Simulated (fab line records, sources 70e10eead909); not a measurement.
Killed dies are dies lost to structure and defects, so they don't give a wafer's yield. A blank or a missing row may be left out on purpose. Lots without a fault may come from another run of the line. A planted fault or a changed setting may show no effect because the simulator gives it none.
Which tool did it? | flow nand_harc | 6 lots, 18 wafers sampled, at 4 steps of a route of 1302

WHAT THE GAUGES READ, wafer by wafer
NHARC_A_BLC_INSPECT_28.
lot  | measured     | on                | raw_defect_count
L102 | day 23 03:27 | defect_inspect-02 | 503 457 550
L114 | day 27 13:33 | defect_inspect-02 | 596 405 372
L115 | day 28 10:16 | defect_inspect-01 | 445 363 529
L120 | day 29 14:11 | defect_inspect-02 | 556 432 758
L121 | day 30 06:11 | defect_inspect-02 | 537 528 698
L124 | day 31 17:58 | defect_inspect-02 | 724 506 616

WHICH TOOL RAN EACH LOT (tool, then ch and the chambers of the sampled wafers, then the start)
lot  | NHARC_A_CONTACT_ALD_18              | NHARC_A_BLC_ETCH_17                           | NHARC_A_BLC_ALD_23
L102 | ald_metal-03 ch 1,2,3, day 22 22:19 | rie_diel-06 ch 0,1, day 23 02:21 or earlier   | ald_metal-04 ch 0,2,3, day 23 02:21
L114 | ald_metal-04 ch 0,2,3, day 27 08:14 | rie_diel-11 ch 0,3, day 27 12:26 or earlier   | ald_metal-02 ch 1,2, day 27 12:26
L115 | ald_metal-03 ch 0,1, day 28 05:06   | rie_diel-11 ch 2,3, day 28 09:11 or earlier   | ald_metal-02 ch 0,1,3, day 28 09:11
L120 | ald_metal-02 ch 0,2,3, day 29 09:02 | rie_diel-06 ch 0,1,3, day 29 13:07 or earlier | ald_metal-01 ch 0,1,2, day 29 13:07
L121 | ald_metal-04 ch 0,1, day 30 01:01   | rie_diel-06 ch 0,1, day 30 05:03 or earlier   | ald_metal-02 ch 2,3, day 30 05:03
L124 | ald_metal-02 ch 1,2, day 31 12:43   | rie_diel-06 ch 0,2,3, day 31 16:47 or earlier | ald_metal-04 ch 0,2, day 31 16:47
- NHARC_A_CONTACT_ALD_18: deposits TiN, target thk 3 nm, pulse time 1 s, ald cycles 150.
- NHARC_A_BLC_ETCH_17: etches the open film in N2/H2, target depth 390 nm, time 609.38 s.
- NHARC_A_BLC_ALD_23: deposits TiN, target thk 3 nm, pulse time 1 s, ald cycles 150.

THE ANSWER, worked out from the rows above alone
Rule: what is usual is taken from the lots themselves. Put in order of their means at a reading, lots are off if they are a third of the lots or fewer, leave a main group of 4 or more, and stand apart from it by a gap of 3 or more times the standard deviation of the main group's means; of several such gaps the widest counts. A main group whose means are all the same, to the digits that the tables above print for the reading, isn't used. A lot without any number at a reading at which 4 lots or more have one is off too. The other lots that the step has rows for count as sound.
No lot is off at any reading shown: from this, nothing can be told.

WHAT THE SIMULATOR HAD PUT IN
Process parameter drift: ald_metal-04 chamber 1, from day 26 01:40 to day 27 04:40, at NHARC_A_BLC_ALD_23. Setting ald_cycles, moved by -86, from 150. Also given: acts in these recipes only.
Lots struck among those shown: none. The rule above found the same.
